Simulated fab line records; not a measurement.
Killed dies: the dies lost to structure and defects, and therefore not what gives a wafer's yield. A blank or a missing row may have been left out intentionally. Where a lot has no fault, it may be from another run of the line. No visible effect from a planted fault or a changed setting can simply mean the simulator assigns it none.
Which tool did it?    flow nand harc    Sampling: 11 lots, 33 wafers, 5 of 1302 route steps

WHAT THE GAUGES READ, wafer by wafer
NHARC_END_SORT_01.
lot   measured      on         defect limited yield (%)
L643  day 32 20:53  prober-01  90.7 90.3 89.4

WHAT TOOL EACH LOT RAN ON (gives the tool, then ch and the chambers of the sampled wafers, and finally the start)
lot   NHARC_A_BLC_STRIP_29                NHARC_A_BLC_CVD_24                        NHARC_A_M0_ETCH_34                  NHARC_A_M0_PVD_20
L625  rie diel-03 ch 1,2,3, day 22 21:33  cvd w-01 ch 0,1, day 23 00:34 or earlier  rie diel-08 ch 1,2,3, day 23 00:34  pvd sputter-01, no start
L627  rie diel-05 ch 0,1,3, day 23 05:12  cvd w-02 ch 0,1, day 23 08:23 or earlier  rie diel-08 ch 0,1,3, day 23 08:23  pvd sputter-01, no start
L626  rie diel-03 ch 0,2,3, day 23 08:21  cvd w-01 ch 0,1, day 23 11:25 or earlier  rie diel-08 ch 0,3, day 23 11:25    pvd sputter-01, no start
L629  rie diel-05 ch 1,2, day 24 16:08    cvd w-01 ch 0,1, day 24 19:13 or earlier  rie diel-13 ch 0,1,2, day 24 19:13  pvd sputter-01, no start
L631  rie diel-05 ch 0,1,3, day 24 22:11  cvd w-01 ch 0,1, day 25 01:07 or earlier  rie diel-08 ch 0,2,3, day 25 01:07  pvd sputter-03, no start
L632  rie diel-05 ch 1,2, day 24 22:31    cvd w-02 ch 0, day 25 01:40 or earlier    rie diel-09 ch 0,2, day 25 01:40    pvd sputter-02, no start
L633  rie diel-03 ch 2,3, day 27 07:01    cvd w-01 ch 0,1, day 27 10:05 or earlier  rie diel-08 ch 1,2, day 27 10:05    pvd sputter-03, no start
L641  rie diel-05 ch 0,1,3, day 29 21:03  cvd w-01 ch 0,1, day 30 00:06 or earlier  rie diel-08 ch 1,3, day 30 00:06    pvd sputter-03, no start
L643  rie diel-03 ch 0,3, day 30 12:56    cvd w-02 ch 0,1, day 30 16:01 or earlier  rie diel-08 ch 0,1,2, day 30 16:01  pvd sputter-02, day 32 20:53 or earlier
L647  rie diel-05 ch 0,1,3, day 31 03:37  cvd w-01 ch 0,1, day 31 06:42 or earlier  rie diel-09 ch 0,2,3, day 31 06:42  pvd sputter-03, no start
L645  rie diel-01 ch 0,1,3, day 31 06:26  cvd w-02 ch 0,1, day 31 09:22 or earlier  rie diel-09 ch 0,1,3, day 31 09:22  pvd sputter-02, no start
- NHARC_A_BLC_STRIP_29: strips in CF4.
- NHARC_A_BLC_CVD_24: deposits W, target thk 150 nm, time 434 s.
- NHARC_A_M0_ETCH_34: etches the open film in N2/H2, target depth 40 nm, overetch 12 nm, time 43.94 s.
- NHARC_A_M0_PVD_20: deposits TaN, target thk 5 nm, time 8.06 s.

THE ANSWER, worked out from the rows above alone
Rule: usual is defined by the lots themselves. The widest of any qualifying gaps counts: lots, ordered by their means at a reading, are off when they make up no more than a third of the lots, leave a main group of 4 or more, and stand apart from it by 3 or more times the standard deviation of that group's means. A main group whose means are all the same, to the digits that the tables above print for the reading, isn't used. Also off: a lot with no number at a reading for which 4 or more lots have one. All remaining lots with rows at the step are treated as sound.
None of the lots is off at any reading shown; this tells nothing.

WHAT THE SIMULATOR HAD INSERTED
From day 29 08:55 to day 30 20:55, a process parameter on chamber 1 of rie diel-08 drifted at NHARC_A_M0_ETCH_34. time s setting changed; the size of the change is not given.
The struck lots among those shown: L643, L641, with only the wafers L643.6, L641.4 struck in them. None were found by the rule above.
